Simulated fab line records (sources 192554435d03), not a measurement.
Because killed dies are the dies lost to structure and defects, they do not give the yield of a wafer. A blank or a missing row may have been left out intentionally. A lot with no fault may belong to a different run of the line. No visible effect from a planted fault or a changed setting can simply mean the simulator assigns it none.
fab line records | flow n5-finfet
[record] lots = 4 wafers = 12 last-day = 18
route steps=1938 shown BEOL_M4@1099 BEOL_M5@1112 BEOL_M7@1329 PASSIVATION@1936
lots that met no fault: from a run of the same line without faults
start-h: hours from the record's opening day to when the first of the lot's shown wafers began | wait-h: how many hours have passed since the lot's step before this one | " unchanged from the row above | L1.1+2: a single row standing in for several wafers | - either no value or no given start | * or withheld: withheld | < > ~ a bound
route shown NAME@n: names a module that has steps shown in the file, with the first one's number in the route | usual: mean and standard deviation over wafers with no fault | same: alike in all rows | chamber/n: place in a boat | sites: the reading at each site | _std_site: their standard deviation | _edge_site: outer sites' mean less inner sites' | radius-mm: how far each site lies from the wafer's centre | mask NAME#n: copy n | behind: the most recent tool/chamber to have shaped the wafer | hold: cause of the lot's hold/its duration in hours/its outcome | device: the n, p or np transistor that did not switch | end of line: tests of these same wafers at the route's end | a step with no rows: only its recipe | killed: count of dies lost to structure and defects at first sort (not the wafer's yield) | map: dies across one wafer; x = killed, . = not, _ = none there
set.NAME: the setting the step ran with; set.NAME@STEP: the setting that earlier step ran with | model.NAME: the simulator's own value behind a step, which no gauge read
lots at some steps of the route; a table a step, a row a wafer
services: a tool's chamber out of use, with start hour (start-h, from the record's first day; less than 0 if before it), hours out, and reason
[[steps]]
[step N5_BEOL_M4_ANNEAL_95]
[recipe] temp-c = 400 time-s = 240 ambient = vacuum
[step N5_BEOL_M4_SPUTTER_96]
[recipe] material = Cu target-thk-a = 45 temp-c = -20 chamber-pressure-pa = 0.07 power-w = withheld time-s = 8.29
[step N5_BEOL_M4_ECD_50]
[recipe] material = Cu target-thk-a = 3000
[step N5_BEOL_M4_ANNEAL_51]
[recipe] temp-c = 225 time-s = 90 ambient = N2
[step N5_BEOL_M4_CMP_52]
[recipe] stop-on = SiOC t-overpolish-s = 6.8 down-force-psi = 1 platen-rpm = 50 clearing-platen-down-force-psi = 1.5 clearing-platen-rpm = 50 post-cmp-clean = cu-alkaline target-thk-nm = 40 clearing-platen-pad-velocity-m-s = 0.99484 pad-velocity-m-s = 0.99484
[step N5_BEOL_M4_PRE_CLEAN_60]
[recipe] gas = NH3/H2 time-s = 15 temp-c = * rf-power-w = 300
[step N5_BEOL_M4_CO_CAP_55]
[recipe] material = Co target-thk-a = 20 temp-c = 200 precursor = CCTBA/H2 pressure-torr = 30 time-s = 102.1
[step N5_BEOL_M4_PRE_CLEAN_56]
[recipe] gas = NH3 time-s = 15 temp-c = withheld rf-power-w = 300
[step N5_BEOL_M4_DEP_57]
[recipe] material = SiCN target-thk-a = 80 temp-c = withheld precursor = 3MS/NH3 pressure-torr = 3 rf-w = 202 time-s = 14
[step N5_BEOL_M4_RC_MEAS_101]
[usual] DIBL_N = 36.9/1.7 DIBL_P = 36.7/2.1 IOFF_N = 0.17/0.032 IOFF_P = 0.22/0.036 ION_N = 674/12 ION_P = 461/7 SS_N = 71.7/0.6 SS_P = 73.4/0.67 VT_N = 249/3.1 VT_P = -250/3.2
// columns lot.wafer tool chamber start-h wait-h DIBL_N[mV/V] DIBL_P[mV/V] IOFF_N[nA/um] IOFF_P[nA/um] ION_N[uA/um] ION_P[uA/um] SS_N[mV/dec] SS_P[mV/dec] VT_N[mV] VT_P[mV]
L337.2 prober-01 0 212.40 0.2 37.4 34.8 0.16 0.19 681 459 71.8 73.3 248 -255
L337.3 " 0 " " 39.1 36.3 0.20 0.21 665 450 72.1 72.6 245 -253
L337.6 " 0 " " 39.6 37.8 0.21 0.24 694 464 71.9 73.6 245 -252
L349.1 prober-01 0 288.99 0.0 38.3 39.8 0.19 0.26 674 471 72.0 74.2 247 -246
L349.2 " 0 " " 36.0 36.7 0.15 0.20 672 459 71.0 73.8 252 -249
L349.3 " 0 " " 37.9 38.9 0.20 0.24 683 460 72.2 73.7 248 -250
L351.3 prober-02 0 295.51 0.3 40.0 40.8 0.26 0.32 698 473 73.2 75.6 244 -245
L351.5 " 0 " " 38.0 38.5 0.20 0.27 691 468 72.0 73.5 250 -246
L351.6 " 0 " " 37.7 38.6 0.20 0.28 682 466 71.4 74.5 247 -246
L352.1 prober-01 0 311.87 0.0 38.3 38.6 0.16 0.23 664 460 71.9 73.7 253 -250
L352.2 " 0 " " 39.1 38.7 0.19 0.25 687 477 72.6 73.6 248 -248
L352.3 " 0 " " 38.0 37.7 0.15 0.22 659 457 71.8 73.3 252 -251
[step N5_BEOL_M5_ILD_DEP_00]
[recipe] material = SiCOH_lowk target-thk-a = 1406.4 temp-c = 300 precursor = DEMS/porogen pressure-torr = 5 rf-w = 500 time-s = 25.9
[step N5_BEOL_M5_CURE_79]
[recipe] temp-c = 385 time-s = 240 ambient = He/Ar material = SiCOH_lowk
[step N5_BEOL_M5_PECVD_70]
[recipe] material = SiO2 target-thk-a = 160 temp-c = 400 precursor = TEOS/O2 pressure-torr = 5.5 rf-w = 450 teos-flow-sccm = 53.8 gas = O2 flow-sccm = 3000 time-s = 18
[step N5_BEOL_M5_HM_DEP_02]
[recipe] material = TiN target-thk-a = 200 temp-c = 25 chamber-pressure-pa = 0.49996
[step N5_BEOL_M5_COAT_59]
[recipe] resist = SOC temp-c = 250 time-s = 60 spin-rpm = 1500 resist-thk-nm = 60
[step N5_BEOL_M5_COAT_60]
[recipe] resist = SiARC temp-c = 220 time-s = 60 spin-rpm = 1500 resist-thk-nm = 12
[step N5_BEOL_M5_COAT_71]
[recipe] resist = underlayer temp-c = 205 time-s = 60 spin-rpm = 1500 resist-thk-nm = 5
[step N5_BEOL_M5_COAT_05]
[recipe] resist = CAR-EUV spin-rpm = 1500 resist-thk-nm = 30
[step N5_BEOL_M5_EBR_07]
[recipe] solvent = PGMEA ebr-width-mm = 1.5
[step N5_BEOL_M5_SOFTBAKE_06]
[recipe] temp-c = 110 time-s = 60 resist = CAR-EUV
[step N5_BEOL_M5_EXPOSE_08]
[recipe] mask-id = M5 na = 0.33 source-shape = annular sigma-inner = 0.4 sigma-outer = 0.8 polarization = unpolarized target-cd-nm = 28 dose-mj = 35.75
[step N5_BEOL_M5_PEB_09]
[recipe] peb-temp-c = 100 peb-time-s = 60 resist = CAR-EUV
[step N5_BEOL_M5_DEVELOP_10]
[recipe] develop-time-s = 30 developer = TMAH resist = CAR-EUV rinse-liquid = surfactant-rinse dry = air-spin dev-temp-c = 23
[step N5_BEOL_M5_DESCUM_16]
[recipe] chemistry = O2 time-s = 7 source-power-w = 50 bias-power-w = 20 pressure-mtorr = 20 rf-frequency-hz = 2.712e+07 temp-c = 40 resist = CAR-EUV o2-flow-sccm = 225
[step N5_BEOL_M5_ETCH_72]
[recipe] chemistry = N2/H2 target = underlayer target-depth-a = 65 mask-material = CAR-EUV time-s = 5.2 ion-energy-ev = 200 pressure-mtorr = 30 source-w = 840 bias-w = 150 n2-flow-sccm = 200 h2-flow-sccm = 200 ends = cleared
[step N5_BEOL_M5_ETCH_61]
[recipe] chemistry = CF4 target = SiARC target-depth-a = 156 mask-material = CAR-EUV time-s = 26 ion-energy-ev = 80 pressure-mtorr = 40 source-w = 545 bias-w = 36 Ar_flow_sccm = 100 cf4-flow-sccm = 100 ends = cleared
[step N5_BEOL_M5_ETCH_62]
[recipe] chemistry = N2/H2 target = SOC target-depth-a = 750 overetch-a = 150 mask-material = SiARC temp-c = 40 time-s = 112.5 ion-energy-ev = 200 pressure-mtorr = 30 source-w = 840 bias-w = 150 n2-flow-sccm = 200 h2-flow-sccm = 200
[step N5_BEOL_M5_STRIP_63]
[recipe] chemistry = N2/H2 temp-c = 40 n2-flow-sccm = 200 h2-flow-sccm = 200 rf-frequency-hz = 6e+07
[step N5_BEOL_M5_STRIP_73]
[recipe] chemistry = N2/H2 temp-c = 40 n2-flow-sccm = 200 h2-flow-sccm = 200 rf-frequency-hz = 6e+07
[step N5_BEOL_M5_STRIP_64]
[recipe] chemistry = CF4 resist = SiARC power-w = 300 bias-power-w = 75 pressure-mtorr = 50 cf4-flow-sccm = 150 rf-frequency-hz = 6e+07
[step N5_BEOL_M5_HM_OPEN_17]
[recipe] chemistry = Cl2/BCl3 target-depth-a = 200 overetch-a = 60 target = TiN mask-material = SOC ion-energy-ev = 150 pressure-mtorr = 10 icp-w = 1000 bias-w = 126 Cl2_flow_sccm = 53.25 bcl3-flow-sccm = 21.75 Ar_flow_sccm = 25
[step N5_BEOL_M5_STRIP_19]
[recipe] chemistry = O2 power-w = 400 temp-c = 40 pressure-mtorr = 30 rf-frequency-hz = 6e+07 bias-power-w = 0 overash-fraction = 0.2 o2-flow-sccm = 225
[step N5_BEOL_M5_COAT_65]
[recipe] resist = SOC temp-c = 250 time-s = 60 spin-rpm = 1500 resist-thk-nm = 60
[step N5_BEOL_M5_COAT_66]
[recipe] resist = SiARC temp-c = 220 time-s = 60 spin-rpm = 1500 resist-thk-nm = 12
[step N5_BEOL_M7_DEP_56]
[recipe] material = SiCN target-thk-a = 100 temp-c = withheld precursor = 3MS/NH3 pressure-torr = 3 rf-w = 202 time-s = 17.5
[usual] chamber-pressure-Torr = 3.000/0.0057 rf-fwd-power-W = 199.4/1.3 showerhead-plenum-p-Torr = 3.671/0.019 throttle-valve-pct = 9.0/0.48
// columns lot.wafer tool chamber start-h wait-h chamber-pressure-Torr rf-fwd-power-W showerhead-plenum-p-Torr throttle-valve-pct
L337.2 pecvd-04 2 238.71 0.0 3.010 199.7 3.661 8.2
L337.3 " 1 " " 2.994 200.7 3.711 9.1
L337.6 " 1 " " 3.006 200.9 3.696 9.1
L349.1 pecvd-01 2 317.12 0.0 - - - -
L349.2 " 0 " " - - - -
L349.3 " 2 " " - - - -
L351.3 pecvd-04 2 324.97 0.0 - - - -
L351.5 " 0 " " - - - -
L351.6 " 2 " " - - - -
L352.1 pecvd-03 2 341.53 0.0 3.004 199.2 3.666 8.9
L352.2 " 0 " " 2.985 198.0 3.688 9.1
L352.3 " 1 " " 2.997 197.6 3.646 9.8
[step N5_PASSIVATION_PROBE_49]
[usual] defect-limited-yield = 91.7/1.5 killed_at_M0_to_M3 = 32/9.6 killed_at_M4_up = 13/5.3 killed-at-contacts = 12/6.8 killed-at-front-end = 36/9.8 killed-at-other = 4/3.1 killed-dies = 98/17 killed-on-rim = 13/4 killed-open = 65/13 killed-short = 32/8.5 sort_bin_5_function = 4.9/0.93 sort_bin_6_memory = 3.2/0.67 sort-n-pass = 1082/17 sort-yield-pct = 91.7/1.4
[same] gross-dies = 1180 killed-at-back-side = 0 sort_bin_4_leakage[%] = 0 sort_bin_8_speed[%] = 0
// columns lot.wafer tool chamber start-h wait-h defect-limited-yield[%] killed_at_M0_to_M3 killed_at_M4_up killed-at-contacts killed-at-front-end killed-at-other killed-dies killed-on-rim killed-open killed-short sort_bin_5_function[%] sort_bin_6_memory[%] sort-n-pass sort-yield-pct[%]
L337.2 prober-02 - 309.93 0.1 88.5 44 12 39 40 1 136 18 102 33 7.2 4.2 1044 88.5
L337.3 prober-02 - 309.98 0.1 91.1 37 17 16 31 4 105 12 72 32 5.0 3.6 1075 91.1
L337.6 prober-02 - 310.13 0.3 90.6 32 20 21 35 3 111 6 78 33 6.1 3.1 1069 90.6
L349.1 prober-02 - 391.95 0.0 0 43 1056 33 38 10 1180 152 92 40 95.6 4.2 0 0
L349.2 prober-02 - 392.00 0.1 0 33 1080 22 43 2 1180 152 81 30 96.0 3.6 0 0
L349.3 prober-02 - 392.05 0.1 0 36 1092 23 27 2 1180 152 62 35 96.4 3.4 0 0
L351.3 prober-02 - 395.88 0.1 0 31 1070 23 45 11 1180 152 80 46 96.0 3.8 0 0
L351.5 prober-02 - 395.98 0.2 0 27 1080 14 52 7 1180 152 86 43 95.6 4.0 0 0
L351.6 prober-02 - 396.03 0.3 0 21 1080 20 51 8 1180 152 75 30 95.8 4.1 0 0
// killed by level:class
L337.2 MOL_CONTACT_COAG:geometric-particle:open=32 BEOL_M2:geometric-particle:open=12 BEOL_M0_SAQP:geometric-particle:open=10 FIN_SAQP:geometric-particle:short=9 BEOL_M0_SAQP:geometric-particle:short=8 FIN_SAQP:geometric-particle:open=7 STI_FIN_REVEAL:geometric-particle:open=7 MOL_CONTACT_COAG:geometric-particle:short=7
L337.3 MOL_CONTACT_COAG:geometric-particle:open=14 BEOL_M2:geometric-particle:open=11 BEOL_M0:geometric-particle:open=8 DUMMY_GATE:geometric-particle:open=7 BEOL_M0_SAQP:geometric-particle:short=7 STI_FIN_REVEAL:geometric-particle:open=5 BEOL_M3:geometric-particle:open=4 BEOL_M4:geometric-particle:open=4
L337.6 MOL_CONTACT_COAG:geometric-particle:open=17 STI_FIN_REVEAL:geometric-particle:open=16 BEOL_M4:geometric-particle:open=9 BEOL_M0_SAQP:geometric-particle:short=6 BEOL_M1:geometric-particle:open=6 STARTING-WAFER:geometric-particle:open=6 MOL_CONTACT_COAG:geometric-particle:short=4 BEOL_M2:geometric-particle:open=4
L349.1 BEOL_M7:area-dep=1044 MOL_CONTACT_COAG:geometric-particle:open=20 STI_FIN_REVEAL:geometric-particle:open=17 BEOL_M3:geometric-particle:open=12 BEOL_M2:geometric-particle:open=10 MOL_CONTACT_COAG:geometric-particle:short=10 BEOL_M0_SAQP:geometric-particle:short=6 BEOL_M0_SAQP:geometric-particle:open=6
L349.2 BEOL_M7:area-dep=1069 MOL_CONTACT_COAG:geometric-particle:open=19 STI_FIN_REVEAL:geometric-particle:open=16 FIN_SAQP:geometric-particle:short=9 BEOL_M3:geometric-particle:open=9 BEOL_M2:geometric-particle:open=6 BEOL_M2:geometric-particle:short=5 BEOL_M0_SAQP:geometric-particle:open=5
L349.3 BEOL_M7:area-dep=1083 MOL_CONTACT_COAG:geometric-particle:open=18 BEOL_M1:geometric-particle:open=8 FIN_SAQP:geometric-particle:open=6 GATE_CUT:geometric-particle:short=6 BEOL_M0_SAQP:geometric-particle:short=6 MOL_CONTACT_COAG:geometric-particle:short=5 BEOL_M2:geometric-particle:open=5
L351.3 BEOL_M7:area-dep=1054 MOL_CONTACT_COAG:geometric-particle:open=16 BEOL_M0_SAQP:geometric-particle:open=11 FIN_SAQP:geometric-particle:short=10 BEOL_M4:geometric-particle:open=9 STI_FIN_REVEAL:geometric-particle:open=7 BEOL_M0_SAQP:geometric-particle:short=7 DUMMY_GATE:geometric-particle:open=7
L351.5 BEOL_M7:area-dep=1051 BEOL_M4:geometric-particle:open=14 FIN_SAQP:geometric-particle:short=13 MOL_CONTACT_COAG:geometric-particle:open=11 FIN_SAQP:geometric-particle:open=8 DUMMY_GATE:geometric-particle:open=8 BEOL_M1:geometric-particle:open=6 BEOL_M0_SAQP:geometric-particle:open=5
L351.6 BEOL_M7:area-dep=1074 MOL_CONTACT_COAG:geometric-particle:open=17 FIN_SAQP:geometric-particle:open=15 STI_FIN_REVEAL:geometric-particle:open=12 FIN_SAQP:geometric-particle:short=8 DUMMY_GATE:geometric-particle:open=5 BEOL_M0_SAQP:geometric-particle:open=5 BEOL_M3:geometric-particle:open=5
// map L349.1 (x killed, . not)
_________________xxxxxxxxxxxx________________
______________xxxxxxxxxxxxxxxxxx_____________
___________xxxxxxxxxxxxxxxxxxxxxxxx__________
__________xxxxxxxxxxxxxxxxxxxxxxxxxx_________
________xxxxxxxxxxxxxxxxxxxxxxxxxxxxxx_______
_______xxxxxxxxxxxxxxxxxxxxxxxxxxxxxxxx______
______xxxxxxxxxxxxxxxxxxxxxxxxxxxxxxxxxx_____
_____xxxxxxxxxxxxxxxxxxxxxxxxxxxxxxxxxxxx____
____xxxxxxxxxxxxxxxxxxxxxxxxxxxxxxxxxxxxxx___
___xxxxxxxxxxxxxxxxxxxxxxxxxxxxxxxxxxxxxxxx__
___xxxxxxxxxxxxxxxxxxxxxxxxxxxxxxxxxxxxxxxx__
__xxxxxxxxxxxxxxxxxxxxxxxxxxxxxxxxxxxxxxxxxx_
__xxxxxxxxxxxxxxxxxxxxxxxxxxxxxxxxxxxxxxxxxx_
_xxxxxxxxxxxxxxxxxxxxxxxxxxxxxxxxxxxxxxxxxxxx
_xxxxxxxxxxxxxxxxxxxxxxxxxxxxxxxxxxxxxxxxxxxx
_xxxxxxxxxxxxxxxxxxxxxxxxxxxxxxxxxxxxxxxxxxxx
_xxxxxxxxxxxxxxxxxxxxxxxxxxxxxxxxxxxxxxxxxxxx
_xxxxxxxxxxxxxxxxxxxxxxxxxxxxxxxxxxxxxxxxxxxx
_xxxxxxxxxxxxxxxxxxxxxxxxxxxxxxxxxxxxxxxxxxxx
_xxxxxxxxxxxxxxxxxxxxxxxxxxxxxxxxxxxxxxxxxxxx
_xxxxxxxxxxxxxxxxxxxxxxxxxxxxxxxxxxxxxxxxxxxx
__xxxxxxxxxxxxxxxxxxxxxxxxxxxxxxxxxxxxxxxxxx_
__xxxxxxxxxxxxxxxxxxxxxxxxxxxxxxxxxxxxxxxxxx_
___xxxxxxxxxxxxxxxxxxxxxxxxxxxxxxxxxxxxxxxx__
___xxxxxxxxxxxxxxxxxxxxxxxxxxxxxxxxxxxxxxxx__
____xxxxxxxxxxxxxxxxxxxxxxxxxxxxxxxxxxxxxx___
_____xxxxxxxxxxxxxxxxxxxxxxxxxxxxxxxxxxxx____
______xxxxxxxxxxxxxxxxxxxxxxxxxxxxxxxxxx_____
_______xxxxxxxxxxxxxxxxxxxxxxxxxxxxxxxx______
________xxxxxxxxxxxxxxxxxxxxxxxxxxxxxx_______
__________xxxxxxxxxxxxxxxxxxxxxxxxxx_________
___________xxxxxxxxxxxxxxxxxxxxxxxx__________
______________xxxxxxxxxxxxxxxxxx_____________
_________________xxxxxxxxxxxx________________
// map L351.3 (x killed, . not)
_________________xxxxxxxxxxxx________________
______________xxxxxxxxxxxxxxxxxx_____________
___________xxxxxxxxxxxxxxxxxxxxxxxx__________
__________xxxxxxxxxxxxxxxxxxxxxxxxxx_________
________xxxxxxxxxxxxxxxxxxxxxxxxxxxxxx_______
_______xxxxxxxxxxxxxxxxxxxxxxxxxxxxxxxx______
______xxxxxxxxxxxxxxxxxxxxxxxxxxxxxxxxxx_____
_____xxxxxxxxxxxxxxxxxxxxxxxxxxxxxxxxxxxx____
____xxxxxxxxxxxxxxxxxxxxxxxxxxxxxxxxxxxxxx___
___xxxxxxxxxxxxxxxxxxxxxxxxxxxxxxxxxxxxxxxx__
___xxxxxxxxxxxxxxxxxxxxxxxxxxxxxxxxxxxxxxxx__
__xxxxxxxxxxxxxxxxxxxxxxxxxxxxxxxxxxxxxxxxxx_
__xxxxxxxxxxxxxxxxxxxxxxxxxxxxxxxxxxxxxxxxxx_
_xxxxxxxxxxxxxxxxxxxxxxxxxxxxxxxxxxxxxxxxxxxx
_xxxxxxxxxxxxxxxxxxxxxxxxxxxxxxxxxxxxxxxxxxxx
_xxxxxxxxxxxxxxxxxxxxxxxxxxxxxxxxxxxxxxxxxxxx
_xxxxxxxxxxxxxxxxxxxxxxxxxxxxxxxxxxxxxxxxxxxx
_xxxxxxxxxxxxxxxxxxxxxxxxxxxxxxxxxxxxxxxxxxxx
_xxxxxxxxxxxxxxxxxxxxxxxxxxxxxxxxxxxxxxxxxxxx
_xxxxxxxxxxxxxxxxxxxxxxxxxxxxxxxxxxxxxxxxxxxx
_xxxxxxxxxxxxxxxxxxxxxxxxxxxxxxxxxxxxxxxxxxxx
__xxxxxxxxxxxxxxxxxxxxxxxxxxxxxxxxxxxxxxxxxx_
__xxxxxxxxxxxxxxxxxxxxxxxxxxxxxxxxxxxxxxxxxx_
___xxxxxxxxxxxxxxxxxxxxxxxxxxxxxxxxxxxxxxxx__
___xxxxxxxxxxxxxxxxxxxxxxxxxxxxxxxxxxxxxxxx__
____xxxxxxxxxxxxxxxxxxxxxxxxxxxxxxxxxxxxxx___
_____xxxxxxxxxxxxxxxxxxxxxxxxxxxxxxxxxxxx____
______xxxxxxxxxxxxxxxxxxxxxxxxxxxxxxxxxx_____
_______xxxxxxxxxxxxxxxxxxxxxxxxxxxxxxxx______
________xxxxxxxxxxxxxxxxxxxxxxxxxxxxxx_______
__________xxxxxxxxxxxxxxxxxxxxxxxxxx_________
___________xxxxxxxxxxxxxxxxxxxxxxxx__________
______________xxxxxxxxxxxxxxxxxx_____________
_________________xxxxxxxxxxxx________________
[[services]]
// columns tool chamber start-h hours kind
pecvd-01 2 229.28 - clean
pecvd-01 2 229.28 - consumable-replace:showerhead
pecvd-01 2 229.28 29.0 scheduled-down
pecvd-01 2 229.28 29.0 vent-cycle
pecvd-01 - 229.78 28.1 pm
pecvd-01 0 265.44 4.3 repair
pecvd-03 0 271.09 16.5 scheduled-down
pecvd-01 1 314.86 5.5 scheduled-down
pecvd-04 - 314.96 6.0 pm
[[key]]
[first-sign] step = N5_BEOL_M7_DEP_56 reading = tool-record direction = missing
[effect] step = N5_PASSIVATION_PROBE_49 reading = killed_at_M4_up direction = up sigmas = 99+ usual = 13 struck = 1076
[more-kills-born-at] N5_BEOL_M7_DEP_56@pecvd-01 = 3196 N5_BEOL_M7_DEP_56@pecvd-04 = 3179
met-at N5_BEOL_M7_DEP_56
struck-wafers L349.1,L349.2,L349.3,L351.3,L351.5,L351.6
later-rows-left-out L349.1,L349.2,L349.3,L351.3,L351.5,L351.6
onset-between 238.71 317.12
[fault] kind = skipped-step-whole tool = pecvd-01,pecvd-04 chamber = - onset-h = 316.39 steps = N5_BEOL_M7_DEP_56 scope = struck-lots-only
// later-rows-left-out: the simulator's readings of these wafers behind a module that went badly wrong aren't trusted and aren't shown, but for the sort
